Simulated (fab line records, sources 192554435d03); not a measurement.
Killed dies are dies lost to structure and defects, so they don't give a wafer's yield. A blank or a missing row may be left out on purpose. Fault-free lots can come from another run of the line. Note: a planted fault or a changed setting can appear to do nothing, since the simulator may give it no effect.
Matching of chambers ; flow n5_finfet ; N5_BEOL_M9_STRIP_67 on rie_diel-06 has 4 sister chambers
The step strips in CF4. 8 wafers are shown with their chamber, then 8 later ones without.

## EACH WAFER AND ITS CHAMBER
wafer;chamber;drypump_motor_current_A (A);oes_product_au (a.u.)
L076.6;3;6.8;0.69
L075.2;2;4.9;0.71
L075.5;2;4.9;0.70
L083.4;0;6.1;0.75
L087.2;1;5.9;0.93
L087.3;3;6.8;0.94
L087.5;0;6.1;0.76
L088.2;1;6.0;0.91

## WAFERS WITH NO CHAMBER GIVEN
wafer;drypump_motor_current_A (A);oes_product_au (a.u.)
L088.4;6.8;0.93
L088.6;6.8;0.94
L093.1;6.8;0.91
L093.2;4.9;0.95
L093.5;6.0;0.87
L096.2;6.8;0.90
L096.3;6.1;0.73
L096.6;5.9;0.89

## EACH ONE'S CHAMBER
wafer;from the rows above;in truth
L088.4;3;3
L088.6;3;3
L093.1;3;3
L093.2;2;2
L093.5;can't be placed: 1 or 0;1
L096.2;3;3
L096.3;0;0
L096.6;1;1
7 of 8 placed correctly. Unplaceable from these rows: 1, with the true chamber sitting among the candidates in 1. 0 placed wrongly.
How it was worked out, from the rows above alone: a wafer's distance from a chamber is the root of the sum, over the readings, of the square of ((its reading less the chamber's mean) divided by the reading's scatter). If the next closest chamber is less than 2 further off than the closest, the wafer can't be placed; otherwise it belongs to the closest. A chamber's mean is the mean of its shown wafers. The scatter: take each reading less its chamber's mean, square it, sum over the shown wafers, divide by the number of wafers less the number of chambers, and take the root.
